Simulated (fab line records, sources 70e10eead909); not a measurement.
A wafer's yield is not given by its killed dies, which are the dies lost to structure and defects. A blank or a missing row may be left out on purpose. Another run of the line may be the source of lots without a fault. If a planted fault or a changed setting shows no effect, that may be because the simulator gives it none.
One fault seen from 2 desks / flow nand-harc / only its own numbers are on each desk; what lay behind them is given at the end

FROM THE METROLOGY DESK
What the gauges read for every lot (on any tool): the sampled wafers with a number, averaged. Marked OUT: a lot whose mean sits more than 4 standard deviations from the usual mean, which makes it out of limits; the brackets give that distance.
Columns: A = overlay-x-nm at NHARC_P_M0_OVL_MEAS_10, usual -0.1 nm; B = overlay-y-nm at NHARC_P_M0_OVL_MEAS_10, usual -0.3 nm; C = cd-nm at NHARC_P_M1_CD_MEAS_09, usual 130.0 nm
lot=L105; first seen here=day 5 18:22; A=-0.1; B=0.7; C=129.8
lot=L106; first seen here=day 6 04:11; A=-0.2; B=-0.3; C=129.3
lot=L107; first seen here=day 6 04:38; A=-1.0; B=0.4; C=129.5
lot=L108; first seen here=day 6 11:44; A=-0.9; B=-1.3; C=129.5
lot=L109; first seen here=day 6 22:05; A=0.0; B=-1.1; C=130.0
lot=L110; first seen here=day 7 06:19; A=-1.2; B=0.1; C=129.8
lot=L111; first seen here=day 7 09:27; A=0.7; B=-1.3; C=129.6
lot=L116; first seen here=day 8 20:36; A=-0.2; B=0.4; C=130.0
lot=L118; first seen here=day 8 21:42; A=0.2; B=-0.2; C=70.8 (-90) OUT
lot=L117; first seen here=day 8 22:08; A=0.4; B=-2.2; C=71.1 (-89) OUT
lot=L124; first seen here=day 10 17:16; A=0.1; B=0.6; C=129.9
lot=L125; first seen here=day 10 17:48; A=0.5; B=0.1; C=130.2
This desk finds L117, L118 out of limits, L118 being first, at day 9 01:40 (cd-nm at NHARC_P_M1_CD_MEAS_09). In limits: L105, L106, L107, L108, L109, L110, L111, L116, L124, L125.

FOR THE TOOL OWNER'S DESK: litho-track-06
The tool's own readings at NHARC_P_M1_PEB_07 (peb time 65 s): means of the sampled wafers that have a number, for each lot that ran on this tool. Marked OUT: a lot whose mean sits more than 4 standard deviations from the usual mean, which makes it out of limits; the brackets give that distance.
Columns: A = heater-power-total-W at NHARC_P_M1_PEB_07, usual 156.6 W; B = plate-temp-C at NHARC_P_M1_PEB_07, usual 99.98 C
lot=L109; first seen here=day 7 02:09; A=156.6; B=100.00
lot=L118; first seen here=day 9 01:35; A=131.6 (-58) OUT; B=88.02 (-92) OUT
lot=L117; first seen here=day 9 02:05; A=131.4 (-59) OUT; B=87.94 (-93) OUT
This desk finds L117, L118 out of limits, L118 being first, at day 9 01:35 (heater-power-total-W at NHARC_P_M1_PEB_07). In limits: L109.

PUT TOGETHER
An alarm could have come from the tool owner's desk at day 9 01:35, on L117, L118.
Metrology desk: alarm possible at day 9 01:40 on L117, L118.
On litho-track-06, each named lot ran NHARC_P_M1_PEB_07.

WHAT THE SIMULATOR HAD INSERTED
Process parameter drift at NHARC_P_M1_PEB_07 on litho-track-06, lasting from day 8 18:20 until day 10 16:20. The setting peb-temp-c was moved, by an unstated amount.
Struck lots among those shown: L117, L118.
Fault start to first reading out of limits, in hours, per desk: tool owner, 7; metrology, 7.
